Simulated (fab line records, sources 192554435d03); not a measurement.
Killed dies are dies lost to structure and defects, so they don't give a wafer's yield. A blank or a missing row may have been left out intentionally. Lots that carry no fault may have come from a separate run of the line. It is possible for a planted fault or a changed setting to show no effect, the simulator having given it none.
Which tool is to blame? + flow n5Finfet + 17 lots with 51 wafers sampled at 6 steps, on a route of 1938 steps

== WHAT THE GAUGES SHOWED, per wafer ==
No reading from a measuring or inspecting step in the record can be judged against a usual standard deviation.

== EACH LOT AND THE TOOL THAT RAN IT (in order: tool; ch and the chambers of the sampled wafers; start) ==
| lot  | N5_FIN_SAQP_DESCUM_21            | N5_FIN_SAQP_HM_OPEN_73           | N5_FIN_SAQP_ETCH_67              | N5_FIN_SAQP_SPACER2_ETCHBACK_29  | N5_FIN_SAQP_MANDREL2_REMOVE_60 | N5_FIN_SAQP_ETCH_34              |
|------|----------------------------------|----------------------------------|----------------------------------|----------------------------------|--------------------------------|----------------------------------|
| L075 | rieDiel-01 ch 0,1,2, day 2 04:22 | rieDiel-01 ch 0,1,2, day 2 04:34 | rieDiel-06 ch 0,1,3, day 2 07:15 | rieDiel-01 ch 0,1,3, day 2 07:55 | rieSi-03 ch 0,1,3, day 2 08:00 | rieDiel-04 ch 0,1,2, day 2 08:14 |
| L076 | rieDiel-04 ch 1,2, day 2 09:47   | rieDiel-04 ch 1,2, day 2 09:59   | rieDiel-04 ch 0,1,2, day 2 13:07 | rieDiel-06 ch 1,3, day 2 13:41   | rieSi-05 ch 0,1,3, day 2 13:47 | rieDiel-06 ch 0,1,3, day 2 14:03 |
| L078 | rieDiel-01 ch 0,3, day 2 21:40   | rieDiel-01 ch 0,3, day 2 21:52   | rieDiel-04 ch 0,1, day 3 00:27   | rieDiel-04 ch 0,3, day 3 01:11   | rieSi-05 ch 0,1,2, day 3 01:16 | rieDiel-06 ch 1,2,3, day 3 01:30 |
| L080 | rieDiel-06 ch 1,2, day 3 09:29   | rieDiel-06 ch 1,2, day 3 09:41   | rieDiel-06 ch 1,2,3, day 3 12:18 | rieDiel-01 ch 0,1,2, day 3 13:02 | rieSi-05 ch 0,2,3, day 3 13:07 | rieDiel-04 ch 0,2,3, day 3 13:23 |
| L081 | rieDiel-06 ch 0,2, day 3 16:11   | rieDiel-06 ch 0,2, day 3 16:23   | rieDiel-01 ch 0,1, day 3 19:10   | rieDiel-04 ch 0,2,3, day 3 19:44 | rieSi-05 ch 1,3, day 3 19:49   | rieDiel-01 ch 1,2, day 3 20:24   |
| L083 | rieDiel-01 ch 0,1,2, day 4 05:32 | rieDiel-01 ch 0,1,2, day 4 05:44 | rieDiel-04 ch 0,1,3, day 4 08:43 | rieDiel-04 ch 1,2,3, day 4 09:17 | rieSi-03 ch 0,3, day 4 09:22   | rieDiel-01 ch 1,2,3, day 4 09:35 |
| L085 | rieDiel-01 ch 1,3, day 4 16:38   | rieDiel-01 ch 1,3, day 4 16:50   | rieDiel-04 ch 0,2, day 4 21:14   | rieDiel-06 ch 0,1,3, day 4 21:57 | rieSi-03 ch 0,2,3, day 4 22:02 | rieDiel-01 ch 2,3, day 4 22:16   |
| L086 | rieDiel-06 ch 2,3, day 4 22:40   | rieDiel-06 ch 2,3, day 4 22:52   | rieDiel-01 ch 0,1, day 5 01:31   | rieDiel-04 ch 1,2,3, day 5 02:07 | rieSi-05 ch 0,2, day 5 02:13   | rieDiel-06 ch 0,1, day 5 02:26   |
| L087 | rieDiel-06 ch 0,2,3, day 5 03:20 | rieDiel-06 ch 0,2,3, day 5 03:31 | rieDiel-06 ch 0,1,3, day 5 06:20 | rieDiel-06 ch 1,2,3, day 5 06:54 | rieSi-03 ch 0,1,3, day 5 06:59 | rieDiel-01 ch 1,3, day 5 07:31   |
| L088 | rieDiel-06 ch 0,2,3, day 5 09:37 | rieDiel-06 ch 0,2,3, day 5 09:49 | rieDiel-04 ch 0,1,3, day 5 12:29 | rieDiel-01 ch 0,1,3, day 5 13:07 | rieSi-01 ch 1,2, day 5 13:12   | rieDiel-01 ch 1,2,3, day 5 13:26 |
| L089 | rieDiel-06 ch 0,1, day 5 15:02   | rieDiel-06 ch 0,1, day 5 15:14   | rieDiel-06 ch 0,1,3, day 5 17:49 | rieDiel-06 ch 0,2,3, day 5 18:24 | rieSi-03 ch 1,3, day 5 18:29   | rieDiel-04 ch 0,2, day 5 18:49   |
| L090 | rieDiel-01 ch 0,2,3, day 5 21:38 | rieDiel-01 ch 0,2,3, day 5 21:50 | rieDiel-04 ch 0,2,3, day 6 00:31 | rieDiel-04 ch 1,2,3, day 6 01:19 | rieSi-01 ch 1,3, day 6 01:24   | rieDiel-01 ch 1,2,3, day 6 01:38 |
| L091 | rieDiel-04 ch 0,1,3, day 6 03:45 | rieDiel-04 ch 0,1,3, day 6 03:57 | rieDiel-04 ch 1,2,3, day 6 06:47 | rieDiel-01 ch 0,1,2, day 6 07:22 | rieSi-03 ch 2,3, day 6 07:26   | rieDiel-01 ch 1,2, day 6 07:40   |
| L092 | rieDiel-06 ch 1,2,3, day 6 09:19 | rieDiel-06 ch 1,2,3, day 6 09:31 | rieDiel-01 ch 0,3, day 6 12:51   | rieDiel-01 ch 1,3, day 6 13:29   | rieSi-01 ch 1,2,3, day 6 13:34 | rieDiel-01 ch 0,1,3, day 6 13:48 |
| L093 | rieDiel-01 ch 0,1,3, day 6 15:52 | rieDiel-01 ch 0,1,3, day 6 16:04 | rieDiel-04 ch 1,2,3, day 6 18:54 | rieDiel-06 ch 0,1,2, day 6 19:28 | rieSi-05 ch 0,1,2, day 6 19:34 | rieDiel-01 ch 0,1,3, day 6 19:47 |
| L096 | rieDiel-04 ch 1,3, day 7 10:39   | rieDiel-04 ch 1,3, day 7 10:50   | rieDiel-04 ch 0,2,3, day 7 13:29 | rieDiel-04 ch 0,2,3, day 7 14:04 | rieSi-03 ch 1,3, day 7 14:09   | rieDiel-01 ch 0,1,2, day 7 14:23 |
| L097 | rieDiel-04 ch 1,2, day 7 16:17   | rieDiel-04 ch 1,2, day 7 16:28   | rieDiel-04 ch 0,3, day 7 19:14   | rieDiel-01 ch 0,1,2, day 7 19:49 | rieSi-01 ch 1,2,3, day 7 19:56 | rieDiel-04 ch 0,1, day 7 20:08   |
- N5_FIN_SAQP_DESCUM_21: chemistry O2, time 7.9 s.
- N5_FIN_SAQP_HM_OPEN_73: chemistry CHF3/O2, target SiO2, stops on a-Si, target depth 12 nm, time 16.8 s.
- N5_FIN_SAQP_ETCH_67: etches SiNx in CH3F/O2, target depth 30 nm.
- N5_FIN_SAQP_SPACER2_ETCHBACK_29: etches SiO2 in CHF3/O2, target depth 12.2 nm, time 6.1 s.
- N5_FIN_SAQP_MANDREL2_REMOVE_60: chemistry HBr/Cl2/O2, target a-Si, stops on SiNx, bt time 10 s.
- N5_FIN_SAQP_ETCH_34: etches SiO2 in C4F6/O2, target depth 45 nm, time 15 s.

== WHAT THE TOOLS THEMSELVES READ (means of the sampled wafers that have a number; where no wafer has one, the mark that the record gives instead) ==
N5_FIN_SAQP_DESCUM_21. Usual: drypumpMotorCurrentA 5.7 A, standard deviation 0.38; oesProductAu 0.79 a.u., standard deviation 0.085; rfVppV 243.3 V, standard deviation 1.3; showerheadPlenumPTorr 2.09 Torr, standard deviation 0.067; throttleValvePct 20.46 %, standard deviation 0.25.
| lot  | tool       | drypumpMotorCurrentA (A) | oesProductAu (a.u.) | rfVppV (V) | showerheadPlenumPTorr (Torr) | throttleValvePct (%) | flag |
|------|------------|--------------------------|---------------------|------------|------------------------------|----------------------|------|
| L075 | rieDiel-01 | 5.7                      | 0.73                | 243.1      | 2.07                         | 20.45                |      |
| L076 | rieDiel-04 | 5.5                      | 0.75                | 244.8      | 2.15                         | 20.67                |      |
| L078 | rieDiel-01 | 6.1                      | 0.76                | 242.0      | 2.02                         | 20.36                |      |
| L080 | rieDiel-06 | 5.4                      | 0.91                | 242.4      | 2.08                         | 20.30                |      |
| L081 | rieDiel-06 | 5.8                      | 0.84                | 242.7      | 2.07                         | 20.61                |      |
| L083 | rieDiel-01 | 5.7                      | 0.70                | 242.7      | 2.06                         | 20.49                |      |
| L085 | rieDiel-01 | 5.4                      | 0.84                | 244.0      | 2.13                         | 20.58                |      |
| L086 | rieDiel-06 | 5.8                      | 0.84                | 243.7      | 2.11                         | 20.19                |      |
| L087 | rieDiel-06 | 5.8                      | 0.84                | 243.3      | 2.08                         | 20.41                |      |
| L088 | rieDiel-06 | 5.8                      | 0.83                | 243.5      | 2.08                         | 20.42                |      |
| L089 | rieDiel-06 | 5.9                      | 0.73                | 241.5      | 2.00                         | 20.81                |      |
| L090 | rieDiel-01 | 5.7                      | 0.84                | 244.4      | 2.16                         | 20.42                |      |
| L091 | rieDiel-04 | 5.8                      | 0.74                | 243.4      | 2.07                         | 20.42                |      |
| L092 | rieDiel-06 | 5.7                      | 0.80                | 243.4      | 2.07                         | 20.36                |      |
| L093 | rieDiel-01 | 5.7                      | 0.85                | 244.1      | 2.14                         | 20.39                |      |
| L096 | rieDiel-04 | 5.7                      | 0.72                | 243.6      | 2.11                         | 20.57                |      |
| L097 | rieDiel-04 | 5.5                      | 0.73                | 243.6      | 2.12                         | 20.71                |      |

N5_FIN_SAQP_HM_OPEN_73. Usual: for biasW, 169.9 W with a standard deviation of 0.54; for drypumpMotorCurrentA, 5.7 A with a standard deviation of 0.38; for oes_ar_750_au, 0.79 a.u. with a standard deviation of 0.079; for oesProductAu, 0.47 a.u. with a standard deviation of 0.046; for rfVppV, 524 V with a standard deviation of 8.6; for showerheadPlenumPTorr, 2.40 Torr with a standard deviation of 0.079; for throttleValvePct, 18.86 % with a standard deviation of 0.26.
| lot  | tool       | biasW (W) | drypumpMotorCurrentA (A) | oes_ar_750_au (a.u.) | oesProductAu (a.u.) | rfVppV (V) | showerheadPlenumPTorr (Torr) | throttleValvePct (%) | flag |
|------|------------|-----------|--------------------------|----------------------|---------------------|------------|------------------------------|----------------------|------|
| L075 | rieDiel-01 | 170.1     | 5.7                      | 0.72                 | 0.44                | 527        | 2.40                         | 19.00                |      |
| L076 | rieDiel-04 | 170.0     | 5.5                      | 0.73                 | 0.45                | 529        | 2.46                         | 19.01                |      |
| L078 | rieDiel-01 | 169.9     | 6.1                      | 0.76                 | 0.45                | 520        | 2.34                         | 18.80                |      |
| L080 | rieDiel-06 | 170.5     | 5.4                      | 0.89                 | 0.53                | 518        | 2.42                         | 18.81                |      |
| L081 | rieDiel-06 | 169.5     | 5.8                      | 0.85                 | 0.51                | 517        | 2.37                         | 18.96                |      |
| L083 | rieDiel-01 | 170.4     | 5.7                      | 0.71                 | 0.43                | 528        | 2.39                         | 19.01                |      |
| L085 | rieDiel-01 | 170.3     | 5.4                      | 0.83                 | 0.50                | 519        | 2.44                         | 18.96                |      |
| L086 | rieDiel-06 | 170.4     | 5.8                      | 0.85                 | 0.50                | 529        | 2.44                         | 18.65                |      |
| L087 | rieDiel-06 | 169.4     | 5.8                      | 0.84                 | 0.50                | 523        | 2.40                         | 18.80                |      |
| L088 | rieDiel-06 | 169.7     | 5.8                      | 0.83                 | 0.49                | 524        | 2.40                         | 18.82                |      |
| L089 | rieDiel-06 | 170.3     | 5.9                      | 0.75                 | 0.45                | 510        | 2.30                         | 19.13                |      |
| L090 | rieDiel-01 | 169.9     | 5.7                      | 0.83                 | 0.50                | 525        | 2.49                         | 18.84                |      |
| L091 | rieDiel-04 | 169.9     | 5.8                      | 0.75                 | 0.45                | 527        | 2.37                         | 18.72                |      |
| L092 | rieDiel-06 | 169.6     | 5.7                      | 0.81                 | 0.48                | 520        | 2.39                         | 18.83                |      |
| L093 | rieDiel-01 | 169.5     | 5.8                      | 0.84                 | 0.50                | 524        | 2.47                         | 18.84                |      |
| L096 | rieDiel-04 | 170.7     | 5.8                      | 0.72                 | 0.44                | 527        | 2.42                         | 18.94                |      |
| L097 | rieDiel-04 | 169.5     | 5.6                      | 0.72                 | 0.44                | 532        | 2.42                         | 19.01                |      |

N5_FIN_SAQP_ETCH_67. Usual: for biasW, 72.99 W with a standard deviation of 0.23; for drypumpMotorCurrentA, 5.7 A with a standard deviation of 0.35; for oes_ar_750_au, 0.78 a.u. with a standard deviation of 0.07; for oesProductAu, 0.78 a.u. with a standard deviation of 0.074; for rfVppV, 298 V with a standard deviation of 4.2; for showerheadPlenumPTorr, 1.99 Torr with a standard deviation of 0.064; for throttleValvePct, 16.36 % with a standard deviation of 0.25.
| lot  | tool       | biasW (W) | drypumpMotorCurrentA (A) | oes_ar_750_au (a.u.) | oesProductAu (a.u.) | rfVppV (V) | showerheadPlenumPTorr (Torr) | throttleValvePct (%) | flag |
|------|------------|-----------|--------------------------|----------------------|---------------------|------------|------------------------------|----------------------|------|
| L075 | rieDiel-06 | 73.18     | 5.9                      | 0.79                 | 0.78                | 293        | 1.94                         | 16.46                |      |
| L076 | rieDiel-04 | 73.02     | 5.7                      | 0.76                 | 0.77                | 300        | 2.00                         | 16.36                |      |
| L078 | rieDiel-04 | 72.95     | 5.8                      | 0.77                 | 0.78                | 298        | 1.98                         | 16.25                |      |
| L080 | rieDiel-06 | 72.90     | 5.7                      | 0.84                 | 0.84                | 295        | 1.99                         | 16.31                |      |
| L081 | rieDiel-01 | 72.99     | 5.7                      | 0.73                 | 0.73                | 299        | 1.97                         | 16.53                |      |
| L083 | rieDiel-04 | 72.98     | 5.8                      | 0.76                 | 0.76                | 298        | 1.97                         | 16.25                |      |
| L085 | rieDiel-04 | 73.29     | 5.6                      | 0.76                 | 0.76                | 301        | 1.98                         | 16.34                |      |
| L086 | rieDiel-01 | 72.95     | 6.1                      | 0.91                 | 0.91                | 301        | 2.09                         | 16.18                |      |
| L087 | rieDiel-06 | 73.02     | 5.9                      | 0.76                 | 0.75                | 293        | 1.94                         | 16.52                |      |
| L088 | rieDiel-04 | 73.05     | 5.8                      | 0.76                 | 0.76                | 299        | 1.97                         | 16.27                |      |
| L089 | rieDiel-06 | 73.14     | 5.9                      | 0.76                 | 0.75                | 292        | 1.94                         | 16.52                |      |
| L090 | rieDiel-04 | 73.06     | 5.8                      | 0.77                 | 0.76                | 300        | 1.95                         | 16.22                |      |
| L091 | rieDiel-04 | 73.05     | 5.7                      | 0.74                 | 0.74                | 301        | 1.99                         | 16.42                |      |
| L092 | rieDiel-01 | 72.95     | 6.1                      | 0.90                 | 0.92                | 299        | 2.09                         | 16.10                |      |
| L093 | rieDiel-04 | 73.05     | 5.7                      | 0.73                 | 0.73                | 300        | 1.99                         | 16.41                |      |
| L096 | rieDiel-04 | 72.98     | 5.8                      | 0.76                 | 0.75                | 301        | 1.94                         | 16.24                |      |
| L097 | rieDiel-04 | 73.12     | 6.0                      | 0.77                 | 0.75                | 299        | 1.92                         | 16.14                |      |

N5_FIN_SAQP_SPACER2_ETCHBACK_29. Usual: for biasW, 169.9 W with a standard deviation of 0.5; for drypumpMotorCurrentA, 5.7 A with a standard deviation of 0.37; for oes_ar_750_au, 0.79 a.u. with a standard deviation of 0.076; for oesProductAu, 0.79 a.u. with a standard deviation of 0.081; for rfVppV, 524 V with a standard deviation of 8.4; for showerheadPlenumPTorr, 2.40 Torr with a standard deviation of 0.079; for throttleValvePct, 18.92 % with a standard deviation of 0.25.
| lot  | tool       | biasW (W) | drypumpMotorCurrentA (A) | oes_ar_750_au (a.u.) | oesProductAu (a.u.) | rfVppV (V) | showerheadPlenumPTorr (Torr) | throttleValvePct (%) | flag |
|------|------------|-----------|--------------------------|----------------------|---------------------|------------|------------------------------|----------------------|------|
| L075 | rieDiel-01 | 169.7     | 5.8                      | 0.79                 | 0.79                | 522        | 2.39                         | 18.97                |      |
| L076 | rieDiel-06 | 170.2     | 5.8                      | 0.76                 | 0.75                | 514        | 2.34                         | 18.99                |      |
| L078 | rieDiel-04 | 170.1     | 5.9                      | 0.80                 | 0.79                | 525        | 2.33                         | 18.55                |      |
| L080 | rieDiel-01 | 170.2     | 5.7                      | 0.72                 | 0.71                | 527        | 2.40                         | 19.08                |      |
| L081 | rieDiel-04 | 170.0     | 5.8                      | 0.78                 | 0.78                | 529        | 2.35                         | 18.70                |      |
| L083 | rieDiel-04 | 170.2     | 5.7                      | 0.75                 | 0.75                | 530        | 2.40                         | 18.90                |      |
| L085 | rieDiel-06 | 169.7     | 5.9                      | 0.76                 | 0.77                | 516        | 2.34                         | 19.04                |      |
| L086 | rieDiel-04 | 170.0     | 5.7                      | 0.75                 | 0.74                | 530        | 2.40                         | 18.91                |      |
| L087 | rieDiel-06 | 169.8     | 5.7                      | 0.81                 | 0.82                | 520        | 2.40                         | 18.89                |      |
| L088 | rieDiel-01 | 169.5     | 5.8                      | 0.86                 | 0.87                | 525        | 2.47                         | 18.90                |      |
| L089 | rieDiel-06 | 169.7     | 5.8                      | 0.83                 | 0.83                | 522        | 2.40                         | 18.90                |      |
| L090 | rieDiel-04 | 169.6     | 5.7                      | 0.74                 | 0.74                | 529        | 2.39                         | 18.92                |      |
| L091 | rieDiel-01 | 170.2     | 5.7                      | 0.79                 | 0.80                | 530        | 2.49                         | 19.00                |      |
| L092 | rieDiel-01 | 170.3     | 5.4                      | 0.81                 | 0.81                | 519        | 2.43                         | 19.06                |      |
| L093 | rieDiel-06 | 170.1     | 5.7                      | 0.79                 | 0.79                | 514        | 2.35                         | 19.07                |      |
| L096 | rieDiel-04 | 170.4     | 5.8                      | 0.75                 | 0.75                | 528        | 2.34                         | 18.75                |      |
| L097 | rieDiel-01 | 169.9     | 5.7                      | 0.86                 | 0.87                | 529        | 2.48                         | 18.90                |      |

N5_FIN_SAQP_MANDREL2_REMOVE_60. Usual: biasW 21.99 W, standard deviation 0.07; drypumpMotorCurrentA 5.6 A, standard deviation 0.3; oesProductAu 0.999 a.u., standard deviation 0.017; throttleValvePct 36.6 %, standard deviation 0.39.
| lot  | tool     | biasW (W) | drypumpMotorCurrentA (A) | oesProductAu (a.u.) | throttleValvePct (%) | flag |
|------|----------|-----------|--------------------------|---------------------|----------------------|------|
| L075 | rieSi-03 | 21.96     | 5.4                      | 0.990               | 36.4                 |      |
| L076 | rieSi-05 | 22.00     | 5.9                      | 1.000               | 36.5                 |      |
| L078 | rieSi-05 | 21.99     | 5.7                      | 1.011               | 36.5                 |      |
| L080 | rieSi-05 | 22.01     | 5.8                      | 1.015               | 36.6                 |      |
| L081 | rieSi-05 | 21.99     | 6.0                      | 0.986               | 36.3                 |      |
| L083 | rieSi-03 | 21.98     | 5.5                      | 0.994               | 36.7                 |      |
| L085 | rieSi-03 | 21.93     | 5.5                      | 0.988               | 36.7                 |      |
| L086 | rieSi-05 | 21.93     | 5.7                      | 1.025               | 36.6                 |      |
| L087 | rieSi-03 | 22.00     | 5.4                      | 0.992               | 36.4                 |      |
| L088 | rieSi-01 | 22.00     | 5.6                      | 1.012               | 36.9                 |      |
| L089 | rieSi-03 | 21.93     | 5.3                      | 0.989               | 36.1                 |      |
| L090 | rieSi-01 | 22.08     | 5.6                      | 0.984               | 36.8                 |      |
| L091 | rieSi-03 | 21.96     | 5.4                      | 0.987               | 36.7                 |      |
| L092 | rieSi-01 | 22.03     | 5.5                      | 0.995               | 36.8                 |      |
| L093 | rieSi-05 | 22.02     | 5.7                      | 1.003               | 36.5                 |      |
| L096 | rieSi-03 | 22.01     | 5.4                      | 0.976               | 36.0                 |      |
| L097 | rieSi-01 | 21.99     | 5.5                      | 1.013               | 36.8                 |      |

N5_FIN_SAQP_ETCH_34. Usual: biasW 185.0 W, standard deviation 0.57; drypumpMotorCurrentA 5.7 A, standard deviation 0.38; etchRfOnTimeS 15.0 s, standard deviation 0.33; oes_ar_750_au 0.79 a.u., standard deviation 0.079; oesProductAu 0.67 a.u., standard deviation 0.07; rfVppV 667 V, standard deviation 10; showerheadPlenumPTorr 2.85 Torr, standard deviation 0.088; throttleValvePct 21.11 %, standard deviation 0.27.
| lot  | tool       | biasW (W) | drypumpMotorCurrentA (A) | etchRfOnTimeS (s) | oes_ar_750_au (a.u.) | oesProductAu (a.u.) | rfVppV (V) | showerheadPlenumPTorr (Torr) | throttleValvePct (%) | flag |
|------|------------|-----------|--------------------------|-------------------|----------------------|---------------------|------------|------------------------------|----------------------|------|
| L075 | rieDiel-04 | 184.8     | 5.7                      | 15.0              | 0.77                 | 0.66                | 672        | 2.85                         | 21.04                |      |
| L076 | rieDiel-06 | 185.4     | 5.9                      | 14.9              | 0.78                 | 0.66                | 655        | 2.77                         | 21.16                |      |
| L078 | rieDiel-06 | 185.3     | 5.7                      | 15.0              | 0.85                 | 0.73                | 661        | 2.84                         | 21.04                |      |
| L080 | rieDiel-04 | 185.1     | 5.9                      | 14.8              | 0.78                 | 0.67                | 672        | 2.78                         | 20.86                |      |
| L081 | rieDiel-01 | 185.1     | 5.4                      | 15.3              | 0.74                 | 0.64                | 674        | 2.89                         | 21.42                |      |
| L083 | rieDiel-01 | 185.0     | 5.4                      | 15.0              | 0.78                 | 0.66                | 666        | 2.89                         | 21.30                |      |
| L085 | rieDiel-01 | 185.5     | 5.4                      | 14.9              | 0.81                 | 0.70                | 659        | 2.90                         | 21.20                |      |
| L086 | rieDiel-06 | 184.6     | 5.8                      | 14.9              | 0.74                 | 0.62                | 643        | 2.71                         | 21.35                |      |
| L087 | rieDiel-01 | 184.6     | 5.4                      | 15.3              | 0.79                 | 0.67                | 667        | 2.87                         | 21.32                |      |
| L088 | rieDiel-01 | 184.6     | 5.4                      | 15.0              | 0.77                 | 0.66                | 665        | 2.89                         | 21.33                |      |
| L089 | rieDiel-04 | 184.7     | 5.8                      | 15.1              | 0.77                 | 0.65                | 671        | 2.79                         | 20.91                |      |
| L090 | rieDiel-01 | 185.3     | 5.4                      | 15.2              | 0.76                 | 0.65                | 666        | 2.89                         | 21.32                |      |
| L091 | rieDiel-01 | 184.9     | 5.4                      | 15.3              | 0.72                 | 0.62                | 674        | 2.88                         | 21.44                |      |
| L092 | rieDiel-01 | 184.5     | 5.8                      | 14.8              | 0.84                 | 0.72                | 667        | 2.92                         | 21.09                |      |
| L093 | rieDiel-01 | 184.7     | 5.8                      | 14.6              | 0.83                 | 0.73                | 666        | 2.91                         | 21.09                |      |
| L096 | rieDiel-01 | 184.8     | 5.7                      | 15.1              | 0.86                 | 0.74                | 674        | 2.93                         | 21.10                |      |
| L097 | rieDiel-04 | 184.7     | 5.6                      | 15.3              | 0.72                 | 0.62                | 668        | 2.86                         | 21.16                |      |

== THE ANSWER, worked out from the rows above alone ==
Rule: a lot counts as off when the mean over its wafers that have a number is more than 3 standard deviations away from the usual mean. A lot without any number at a reading at which 4 lots or more have one is off too. All remaining lots with rows at the step are treated as sound. First the gauges in route order, then the tools' own readings, where a lot's mean is used as printed above. The first step at which some lot is off is used, and at that step the reading that is off furthest; a lot without a number counts as furthest.
No lot is off on any of the readings shown, so nothing can be concluded from this.

== WHAT THE SIMULATOR HAD INSERTED ==
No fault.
